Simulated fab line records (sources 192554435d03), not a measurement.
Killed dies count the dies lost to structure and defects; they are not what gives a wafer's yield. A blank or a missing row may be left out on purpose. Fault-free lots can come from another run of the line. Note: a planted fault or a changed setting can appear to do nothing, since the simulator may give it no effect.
Matching of chambers + flow n5_finfet + rie_diel-01 running N5_SDB_DESCUM_16: 4 sister chambers
The step chemistry O2, time 7.9 s. 16 wafers are shown with their chamber, then 8 later ones without.

WAFERS WITH THEIR CHAMBER
| wafer  | chamber | drypump_motor_current_A (A) | throttle_valve_pct (%) | oes_product_au (a.u.) |
|--------|---------|-----------------------------|------------------------|-----------------------|
| L080.1 | 2       | 5.94                        | 20.68                  | 0.88                  |
| L080.2 | 0       | 5.49                        | 20.55                  | 0.67                  |
| L080.3 | 1       | 5.11                        | 20.32                  | 0.87                  |
| L080.4 | 3       | 5.40                        | 20.05                  | 0.76                  |
| L080.5 | 1       | 5.11                        | 20.34                  | 0.88                  |
| L080.6 | 2       | 5.92                        | 20.70                  | 0.88                  |
| L083.2 | 3       | 5.38                        | 20.03                  | 0.76                  |
| L083.5 | 2       | 5.95                        | 20.70                  | 0.88                  |
| L083.6 | 1       | 5.11                        | 20.34                  | 0.87                  |
| L090.1 | 3       | 5.44                        | 20.08                  | 0.74                  |
| L090.2 | 0       | 5.43                        | 20.57                  | 0.65                  |
| L090.5 | 3       | 5.40                        | 20.06                  | 0.73                  |
| L091.2 | 2       | 5.95                        | 20.72                  | 0.86                  |
| L091.4 | 2       | 5.95                        | 20.73                  | 0.86                  |
| L091.6 | 1       | 5.10                        | 20.36                  | 0.85                  |
| L092.2 | 2       | 5.93                        | 20.72                  | 0.85                  |

SIGNATURES, as means of the wafers listed above
| reading                 | chamber 0 | chamber 1 | chamber 2 | chamber 3 | scatter within a chamber |
|-------------------------|-----------|-----------|-----------|-----------|--------------------------|
| drypump_motor_current_A | 5.4600    | 5.1075    | 5.9400    | 5.4050    | 0.0195                   |
| throttle_valve_pct      | 20.5600   | 20.3400   | 20.7083   | 20.0550   | 0.0182                   |
| oes_product_au          | 0.6600    | 0.8675    | 0.8683    | 0.7475    | 0.0136                   |
Rule: distance of a wafer from a chamber = root of the sum over the readings of ((wafer's reading minus chamber's mean) / reading's scatter) squared. The wafer belongs to the nearest chamber; if the next one is less than 2 further off, it can't be placed. How the scatter is found: for the shown wafers, subtract from each reading the mean of its chamber, square and add these, divide the total by (wafers less chambers), then take the root.

WAFERS MISSING THEIR CHAMBER
| wafer  | drypump_motor_current_A (A) | throttle_valve_pct (%) | oes_product_au (a.u.) |
|--------|-----------------------------|------------------------|-----------------------|
| L092.3 | 5.43                        | 20.08                  | 0.73                  |
| L092.6 | 5.11                        | 20.37                  | 0.84                  |
| L093.1 | 5.12                        | 20.37                  | 0.83                  |
| L093.2 | 5.41                        | 20.08                  | 0.73                  |
| L093.5 | 5.42                        | 20.07                  | 0.73                  |
| L096.1 | 5.40                        | 20.36                  | 0.95                  |
| L096.4 | 5.92                        | 20.75                  | 0.83                  |
| L096.5 | 5.40                        | 20.37                  | 0.96                  |

WHICH CHAMBER EACH WENT THROUGH
| wafer  | from the rows above | in truth                   |
|--------|---------------------|----------------------------|
| L092.3 | 3                   | 3                          |
| L092.6 | 1                   | 1                          |
| L093.1 | 1                   | 1                          |
| L093.2 | 3                   | 3                          |
| L093.5 | 3                   | 3                          |
| L096.1 | 1                   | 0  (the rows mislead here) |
| L096.4 | 2                   | 2                          |
| L096.5 | 1                   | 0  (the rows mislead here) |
Placed correctly: 6 of 8. Can't be placed from these rows: 0. Wrongly placed: 2.
